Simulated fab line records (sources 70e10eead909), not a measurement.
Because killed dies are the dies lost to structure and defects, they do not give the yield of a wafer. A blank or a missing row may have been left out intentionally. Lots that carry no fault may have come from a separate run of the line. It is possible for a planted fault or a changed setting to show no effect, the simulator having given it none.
Chamber matching / flow nandHarc / rieDiel-05 running NHARC_P_GATE_DESCUM_48: 4 sister chambers
The step chemistry O2, time 3 s. 14 wafers are shown with their chamber, then 7 later ones without.

== WAFERS, EACH WITH ITS CHAMBER ==
wafer=L786.1; chamber=1; drypumpMotorCurrentA (A)=6.5; throttleValvePct (%)=11.311; rfVppV (V)=57.2
wafer=L786.2; chamber=3; drypumpMotorCurrentA (A)=6.0; throttleValvePct (%)=11.314; rfVppV (V)=58.0
wafer=L786.4; chamber=2; drypumpMotorCurrentA (A)=6.6; throttleValvePct (%)=11.313; rfVppV (V)=58.3
wafer=L789.1; chamber=1; drypumpMotorCurrentA (A)=6.5; throttleValvePct (%)=11.314; rfVppV (V)=58.9
wafer=L789.3; chamber=0; drypumpMotorCurrentA (A)=5.8; throttleValvePct (%)=11.310; rfVppV (V)=58.8
wafer=L789.5; chamber=3; drypumpMotorCurrentA (A)=6.0; throttleValvePct (%)=11.307; rfVppV (V)=58.5
wafer=L790.1; chamber=2; drypumpMotorCurrentA (A)=6.6; throttleValvePct (%)=11.320; rfVppV (V)=57.4
wafer=L790.3; chamber=1; drypumpMotorCurrentA (A)=6.6; throttleValvePct (%)=11.299; rfVppV (V)=58.3
wafer=L790.5; chamber=0; drypumpMotorCurrentA (A)=5.8; throttleValvePct (%)=11.305; rfVppV (V)=58.3
wafer=L792.1; chamber=3; drypumpMotorCurrentA (A)=6.0; throttleValvePct (%)=11.302; rfVppV (V)=58.3
wafer=L792.4; chamber=0; drypumpMotorCurrentA (A)=5.8; throttleValvePct (%)=11.307; rfVppV (V)=58.5
wafer=L792.6; chamber=2; drypumpMotorCurrentA (A)=6.6; throttleValvePct (%)=11.316; rfVppV (V)=57.2
wafer=L793.1; chamber=3; drypumpMotorCurrentA (A)=6.0; throttleValvePct (%)=11.302; rfVppV (V)=58.0
wafer=L793.2; chamber=1; drypumpMotorCurrentA (A)=6.5; throttleValvePct (%)=11.316; rfVppV (V)=56.7

SIGNATURES (averages over the wafers above)
reading=drypumpMotorCurrentA; chamber 0=5.800; chamber 1=6.525; chamber 2=6.600; chamber 3=6.000; scatter within a chamber=0.0274
reading=throttleValvePct; chamber 0=11.30733; chamber 1=11.31000; chamber 2=11.31633; chamber 3=11.30625; scatter within a chamber=0.00555
reading=rfVppV; chamber 0=58.533; chamber 1=57.775; chamber 2=57.633; chamber 3=58.200; scatter within a chamber=0.634
Rule: a wafer's distance from a chamber is the root of the sum, over the readings, of the square of ((its reading less the chamber's mean) divided by the reading's scatter). If the next closest chamber is less than 2 further off than the closest, the wafer can't be placed; otherwise it belongs to the closest. How the scatter is found: for the shown wafers, subtract from each reading the mean of its chamber, square and add these, divide the total by (wafers less chambers), then take the root.

== WAFERS MISSING THEIR CHAMBER ==
wafer=L793.5; drypumpMotorCurrentA (A)=6.6; throttleValvePct (%)=11.330; rfVppV (V)=58.1
wafer=L794.3; drypumpMotorCurrentA (A)=5.8; throttleValvePct (%)=11.325; rfVppV (V)=56.2
wafer=L794.4; drypumpMotorCurrentA (A)=6.6; throttleValvePct (%)=11.312; rfVppV (V)=58.1
wafer=L794.6; drypumpMotorCurrentA (A)=6.0; throttleValvePct (%)=11.286; rfVppV (V)=57.2
wafer=L807.2; drypumpMotorCurrentA (A)=6.6; throttleValvePct (%)=11.305; rfVppV (V)=56.7
wafer=L807.5; drypumpMotorCurrentA (A)=5.8; throttleValvePct (%)=11.309; rfVppV (V)=57.9
wafer=L807.6; drypumpMotorCurrentA (A)=6.0; throttleValvePct (%)=11.310; rfVppV (V)=57.2

== EACH ONE'S CHAMBER ==
wafer=L793.5; from the rows above=can't be placed: 2 or 1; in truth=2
wafer=L794.3; from the rows above=0; in truth=0
wafer=L794.4; from the rows above=can't be placed: 2 or 1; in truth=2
wafer=L794.6; from the rows above=3; in truth=3
wafer=L807.2; from the rows above=can't be placed: 2 or 1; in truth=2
wafer=L807.5; from the rows above=0; in truth=0
wafer=L807.6; from the rows above=3; in truth=3
Placed correctly: 4 of 7. Unplaceable from these rows: 3, with the true chamber sitting among the candidates in 3. Wrongly placed: 0.
